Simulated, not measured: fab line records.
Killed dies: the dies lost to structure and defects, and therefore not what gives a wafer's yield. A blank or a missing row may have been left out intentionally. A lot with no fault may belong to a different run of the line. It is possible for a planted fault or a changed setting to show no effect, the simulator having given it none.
Matching of chambers -- flow n5Finfet -- rieDiel-02 running N5_BEOL_M1_STRIP_66: 4 sister chambers
The step strips in CF4. 16 wafers are shown with their chamber, then 8 later ones without.

== EACH WAFER AND ITS CHAMBER ==
wafer,chamber,drypumpMotorCurrentA (A),throttleValvePct (%),oesProductAu (a.u.)
L074.2,1,6.6,13.4,0.82
L074.4,3,5.3,13.3,0.86
L074.5,0,6.2,13.6,0.70
L075.1,2,6.1,14.0,0.70
L075.2,3,5.3,13.3,0.85
L075.5,0,6.3,13.6,0.70
L078.2,2,6.1,14.0,0.69
L078.3,3,5.2,13.4,0.85
L078.4,1,6.6,13.4,0.82
L082.1,2,6.1,14.0,0.69
L082.2,1,6.6,13.4,0.80
L082.3,0,6.3,13.6,0.69
L085.1,0,6.3,13.6,0.68
L085.4,3,5.3,13.4,0.83
L085.5,0,6.3,13.6,0.68
L086.1,3,5.3,13.4,0.83

SIGNATURES (averages over the wafers above)
reading,chamber 0,chamber 1,chamber 2,chamber 3,scatter within a chamber
drypumpMotorCurrentA,6.280,6.600,6.100,5.280,0.0365
throttleValvePct,13.600,13.400,14.000,13.360,0.0316
oesProductAu,0.6900,0.8133,0.6933,0.8440,0.011
Rule: a wafer's distance from a chamber is the root of the sum, over the readings, of the square of ((its reading less the chamber's mean) divided by the reading's scatter). If the next closest chamber is less than 2 further off than the closest, the wafer can't be placed; otherwise it belongs to the closest. How the scatter is found: for the shown wafers, subtract from each reading the mean of its chamber, square and add these, divide the total by (wafers less chambers), then take the root.

== WAFERS WITHOUT THEIR CHAMBER ==
wafer,drypumpMotorCurrentA (A),throttleValvePct (%),oesProductAu (a.u.)
L086.2,6.1,13.4,0.96
L086.6,6.6,13.4,0.80
L092.2,6.2,13.6,0.68
L092.4,6.2,13.4,0.92
L092.6,6.2,13.4,0.91
L097.3,6.3,13.6,0.68
L097.5,6.3,13.6,0.67
L097.6,6.6,13.5,0.78

== WHICH CHAMBER EACH WENT THROUGH ==
wafer,from the rows above,in truth
L086.2,1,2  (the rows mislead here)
L086.6,1,1
L092.2,0,0
L092.4,1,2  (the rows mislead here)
L092.6,1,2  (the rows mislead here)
L097.3,0,0
L097.5,0,0
L097.6,1,1
Placed correctly: 5 of 8. From these rows, 0 cannot be placed. Placed wrongly: 3.
